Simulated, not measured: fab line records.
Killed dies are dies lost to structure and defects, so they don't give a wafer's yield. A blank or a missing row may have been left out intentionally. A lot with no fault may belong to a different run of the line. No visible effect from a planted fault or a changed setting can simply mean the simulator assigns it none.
Which tool was responsible?	flow n5 finfet	Sampling: 10 lots, 30 wafers, 5 of 1938 route steps

== WHAT THE GAUGES SHOWED, per wafer ==
N5_BEOL_M0_SAQP_CD_MEAS_40: the cd target is 30 nm.
lot	measured	on	cd nm (nm)
L075	day 5 23:43	cd sem-03	29.86 29.93 30.02
L077	day 6 11:06	cd sem-01	30.02 29.68 30.14
L079	day 7 00:42	cd sem-03	29.78 30.33 29.70
L082	day 7 19:43	cd sem-01	29.81 29.95 29.91
L086	day 8 23:25	cd sem-02	30.36 30.34 30.23
L088	day 9 09:57	cd sem-01	30.19 29.94 30.50
L090	day 9 21:20	cd sem-02	30.45 30.04 30.16
L092	day 10 09:17	cd sem-03	30.10 29.71 30.61
L094	day 10 19:32	cd sem-03	29.90 30.20 29.83
L097	day 11 17:34	cd sem-02	29.80 30.07 30.34

== WHAT TOOL EACH LOT RAN ON (gives the tool, then ch and the chambers of the sampled wafers, and finally the start) ==
lot	N5_MOL_CONTACT_COAG_ETCH_48	N5_BEOL_M0_SAQP_PECVD_96	N5_BEOL_M0_SAQP_ETCH_84	N5_BEOL_M0_SAQP_ETCH_101
L075	rie diel-05 ch 0,2,3, day 5 14:32	pecvd-02 ch 1,2, day 5 19:28	rie diel-06 ch 1,2, day 5 20:10	rie diel-04 ch 1,2, day 5 21:41
L077	rie diel-01 ch 0,3, day 6 00:17	pecvd-02 ch 0,1,2, day 6 05:32	rie diel-06 ch 2,3, day 6 06:14	rie diel-03 ch 1,2, day 6 08:56
L079	rie diel-05 ch 1,2,3, day 6 11:55	pecvd-03 ch 0,1,2, day 6 19:53	rie diel-06 ch 0,2,3, day 6 21:02	rie diel-03 ch 0,2,3, day 6 22:33
L082	rie diel-02 ch 1,3, day 7 06:28	pecvd-03 ch 0,2, day 7 14:54	rie diel-06 ch 0,3, day 7 15:54	rie diel-06 ch 1,2,3, day 7 17:27
L086	rie diel-01 ch 0,2, day 8 10:29	pecvd-03 ch 0,2, day 8 16:25	rie diel-06 ch 0,1,3, day 8 17:10	rie diel-03 ch 0,1,3, day 8 19:49
L088	rie diel-01 ch 0,1,2, day 9 00:15	pecvd-04 ch 1,2, day 9 05:16	rie diel-04 ch 1,3, day 9 06:06	rie diel-04 ch 1,3, day 9 07:37
L090	rie diel-05 ch 0,1,3, day 9 07:54	pecvd-04 ch 0,1,2, day 9 15:23	rie diel-03 ch 0,2,3, day 9 16:13	rie diel-04 ch 1,2,3, day 9 19:01
L092	rie diel-02 ch 0,2,3, day 9 21:21	pecvd-04 ch 0,2, day 10 04:26	rie diel-04 ch 0,1,2, day 10 05:36	rie diel-04 ch 0,1,2, day 10 07:16
L094	rie diel-01 ch 0,3, day 10 06:08	pecvd-04 ch 0,1, day 10 13:05	rie diel-04 ch 2,3, day 10 13:49	rie diel-03 ch 0,1,3, day 10 16:25
L097	rie diel-01 ch 0,1,3, day 11 06:50	pecvd-04 ch 0,1, day 11 12:58	rie diel-04 ch 1,2,3, day 11 13:59	rie diel-04 ch 1,2, day 11 15:31
- N5_MOL_CONTACT_COAG_ETCH_48: etches SiOC in C4F6/O2, target depth 15 nm, overetch 4.5 nm, time 17 s.
- N5_BEOL_M0_SAQP_PECVD_96: deposits a-Si from SiH4/He, target thk 45 nm, time 45.2 s.
- N5_BEOL_M0_SAQP_ETCH_84: etches SOC in N2/H2, target depth 100 nm, overetch 20 nm, time 150 s.
- N5_BEOL_M0_SAQP_ETCH_101: etches SiNx in CH3F/O2, target depth 29.9 nm, time 42.7 s.

== THE ANSWER, worked out from the rows above alone ==
Rule: what is usual is taken from the lots themselves. Put in order of their means at a reading, lots are off if they are a third of the lots or fewer, leave a main group of 4 or more, and stand apart from it by a gap of 3 or more times the standard deviation of the main group's means; of several such gaps the widest counts. If all means in a main group match to the digits the tables above print for the reading, that group is not used. Also off: a lot with no number at a reading for which 4 or more lots have one. Where the step has rows for the other lots, those lots are counted as sound.
Nothing can be told from this: no lot is off at any reading shown.

== WHAT THE SIMULATOR HAD PUT IN ==
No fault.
